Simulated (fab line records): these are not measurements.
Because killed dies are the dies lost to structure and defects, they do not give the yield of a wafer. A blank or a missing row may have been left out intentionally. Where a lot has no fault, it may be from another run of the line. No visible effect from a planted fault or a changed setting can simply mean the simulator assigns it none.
Which tool was responsible? / flow nand_harc / 14 lots with 42 wafers sampled at 5 steps, on a route of 1159 steps

== WHAT EACH GAUGE READ, for each wafer ==
NHARC_A_SOURCE_PLATE_INSPECT_08.
lot=L542; measured=day 7 11:58; on=defect_inspect-02; raw_defect_count=94 72 63
lot=L543; measured=day 7 11:58; on=defect_inspect-01; raw_defect_count=57 60 59
lot=L544; measured=day 7 19:16; on=defect_inspect-01; raw_defect_count=74 61 62
lot=L545; measured=day 8 02:56; on=defect_inspect-01; raw_defect_count=96 81 64
lot=L548; measured=day 8 20:32; on=defect_inspect-02; raw_defect_count=98 102 72
lot=L547; measured=day 8 20:35; on=defect_inspect-02; raw_defect_count=93 103 94
lot=L550; measured=day 9 08:42; on=defect_inspect-02; raw_defect_count=102 65 51
lot=L556; measured=day 10 18:23; on=defect_inspect-01; raw_defect_count=68 72 41
lot=L557; measured=day 11 11:11; on=defect_inspect-01; raw_defect_count=65 68 90
lot=L559; measured=day 11 16:54; on=defect_inspect-02; raw_defect_count=63 81 51
lot=L560; measured=day 12 03:42; on=defect_inspect-02; raw_defect_count=53 40 52
lot=L563; measured=day 12 12:35; on=defect_inspect-01; raw_defect_count=42 32 40
lot=L562; measured=day 12 12:35; on=defect_inspect-02; raw_defect_count=65 41 91
lot=L565; measured=day 13 05:05; on=defect_inspect-02; raw_defect_count=89 72 123

NHARC_A_ONON_D1_THK_MEAS_05: measures by ellipsometry.
lot=L542; measured=day 7 13:06; on=film_metro-01; thk_nm (nm)=993 992 994
lot=L543; measured=day 7 13:07; on=film_metro-02; thk_nm (nm)=997 999 999
lot=L544; measured=day 7 20:24; on=film_metro-01; thk_nm (nm)=1005 1002 1001
lot=L545; measured=day 8 04:05; on=film_metro-01; thk_nm (nm)=992 991 990
lot=L548; measured=day 8 21:40; on=film_metro-02; thk_nm (nm)=1005 1003 1004
lot=L547; measured=day 8 21:43; on=film_metro-01; thk_nm (nm)=1009 1008 1009
lot=L550; measured=day 9 09:58; on=film_metro-01; thk_nm (nm)=990 990 992
lot=L556; measured=day 10 19:31; on=film_metro-01; thk_nm (nm)=977 980 980
lot=L557; measured=day 11 12:20; on=film_metro-01; thk_nm (nm)=989 990 990
lot=L559; measured=day 11 18:04; on=film_metro-02; thk_nm (nm)=1013 1013 1012
lot=L560; measured=day 12 04:52; on=film_metro-01; thk_nm (nm)=1000 1002 1002
lot=L563; measured=day 12 13:43; on=film_metro-01; thk_nm (nm)=1006 1006 1007
lot=L562; measured=day 12 13:43; on=film_metro-02; thk_nm (nm)=1009 1011 1010
lot=L565; measured=day 13 06:14; on=film_metro-01; thk_nm (nm)=1005 1009 1006

NHARC_A_ONON_D1_THK_MEAS_27: measures by ellipsometry.
lot=L542; measured=day 8 00:38; on=film_metro-01; thk_nm (nm)=999 1000 999
lot=L543; measured=day 8 00:38; on=film_metro-01; thk_nm (nm)=992 996 994
lot=L544; measured=day 8 08:37; on=film_metro-02; thk_nm (nm)=992 993 992
lot=L545; measured=day 8 15:33; on=film_metro-01; thk_nm (nm)=1005 1005 1006
lot=L548; measured=day 9 08:12; on=film_metro-01; thk_nm (nm)=1008 1007 1008
lot=L547; measured=day 9 08:13; on=film_metro-02; thk_nm (nm)=989 1760 1761
lot=L550; measured=day 9 20:20; on=film_metro-01; thk_nm (nm)=1006 1005 1775
lot=L556; measured=day 11 07:03; on=film_metro-02; thk_nm (nm)=973 974 973
lot=L557; measured=day 11 22:56; on=film_metro-02; thk_nm (nm)=981 983 983
lot=L559; measured=day 12 06:01; on=film_metro-01; thk_nm (nm)=1008 1005 1006
lot=L560; measured=day 12 16:25; on=film_metro-01; thk_nm (nm)=1012 1012 1012
lot=L563; measured=day 13 00:15; on=film_metro-02; thk_nm (nm)=987 990 988
lot=L562; measured=day 13 00:16; on=film_metro-02; thk_nm (nm)=1006 1006 1008
lot=L565; measured=day 13 17:05; on=film_metro-02; thk_nm (nm)=1003 1001 1002

NHARC_END_SORT_01.
lot=L547; measured=day 22 00:52; on=prober-02; killed_at_array=15 675 674; killed_at_other=0 0 0; killed_at_periphery=1 2 3; killed_dies=16 677 677; killed_open=2 0 5; killed_short=0 4 2
lot=L550; measured=day 22 07:05; on=prober-01; killed_at_array=22 23 673; killed_at_other=0 0 0; killed_at_periphery=2 0 4; killed_dies=24 23 677; killed_open=4 2 5; killed_short=2 5 0
lot=L559; measured=day 23 14:29; on=prober-01; killed_at_array=32 26 29; killed_at_other=0 4 3; killed_at_periphery=5 3 4; killed_dies=37 33 36; killed_open=6 1 4; killed_short=2 1 2
lot=L563; measured=day 24 07:41; on=prober-01; killed_at_array=40 33 35; killed_at_other=1 1 1; killed_at_periphery=8 4 7; killed_dies=49 38 43; killed_open=2 4 4; killed_short=5 2 3

== TOOL THAT RAN EACH LOT (tool first, then ch and the chambers of the sampled wafers, then the start) ==
lot=L542; NHARC_A_ONON_D1_DEP_25=pecvd_onon-03 ch 0, day 8 00:07
lot=L543; NHARC_A_ONON_D1_DEP_25=pecvd_onon-02 ch 0, day 8 00:08
lot=L544; NHARC_A_ONON_D1_DEP_25=pecvd_onon-03 ch 0, day 8 08:05
lot=L545; NHARC_A_ONON_D1_DEP_25=pecvd_onon-02 ch 0, day 8 15:09
lot=L548; NHARC_A_ONON_D1_DEP_25=pecvd_onon-03 ch 0, day 9 07:41
lot=L547; NHARC_A_ONON_D1_DEP_25=pecvd_onon-02 ch 0, day 9 07:49
lot=L550; NHARC_A_ONON_D1_DEP_25=pecvd_onon-02 ch 0, day 9 19:50
lot=L556; NHARC_A_ONON_D1_DEP_25=pecvd_onon-03 ch 0, day 11 06:36
lot=L557; NHARC_A_ONON_D1_DEP_25=pecvd_onon-01 ch 0, day 11 22:36
lot=L559; NHARC_A_ONON_D1_DEP_25=pecvd_onon-01 ch 0, day 12 05:30
lot=L560; NHARC_A_ONON_D1_DEP_25=pecvd_onon-03 ch 0, day 12 15:54
lot=L563; NHARC_A_ONON_D1_DEP_25=pecvd_onon-01 ch 0, day 12 23:52
lot=L562; NHARC_A_ONON_D1_DEP_25=pecvd_onon-02 ch 0, day 12 23:53
lot=L565; NHARC_A_ONON_D1_DEP_25=pecvd_onon-01 ch 0, day 13 16:34
- NHARC_A_ONON_D1_DEP_25: target thk 1000 nm.

== AS READ BY THE TOOLS THEMSELVES (means over the sampled wafers that have a number; for cases with no such wafer, the mark the record gives instead) ==
The record holds no such reading with a usual standard deviation.

== THE ANSWER, worked out from the rows above alone ==
Rule: the usual values come from the lots themselves. Put in order of their means at a reading, lots are off if they are a third of the lots or fewer, leave a main group of 4 or more, and stand apart from it by a gap of 3 or more times the standard deviation of the main group's means; of several such gaps the widest counts. The tables above print the reading to a certain number of digits; a main group whose means all agree to those digits is not used. Also off: a lot with no number at a reading for which 4 or more lots have one. The other lots that the step has rows for count as sound. The gauges are gone through in route order, then the tools' own readings, and for those a lot's mean is taken as printed above. At the first step where some lot is off, the reading lying furthest off is the one used; lots without a number count as furthest.
Off: L547, L550 (NHARC_A_ONON_D1_THK_MEAS_27, thk_nm). The main group has a mean of 997 nm with a standard deviation of 11.
If a tool, at a process step before that reading, ran all the lots that are off and no sound lot after the first of them, it fits. The gauges at NHARC_A_ONON_D1_THK_MEAS_27 are tried like those tools. Of those tried, none fits.

== WHAT HAD BEEN PUT IN BY THE SIMULATOR ==
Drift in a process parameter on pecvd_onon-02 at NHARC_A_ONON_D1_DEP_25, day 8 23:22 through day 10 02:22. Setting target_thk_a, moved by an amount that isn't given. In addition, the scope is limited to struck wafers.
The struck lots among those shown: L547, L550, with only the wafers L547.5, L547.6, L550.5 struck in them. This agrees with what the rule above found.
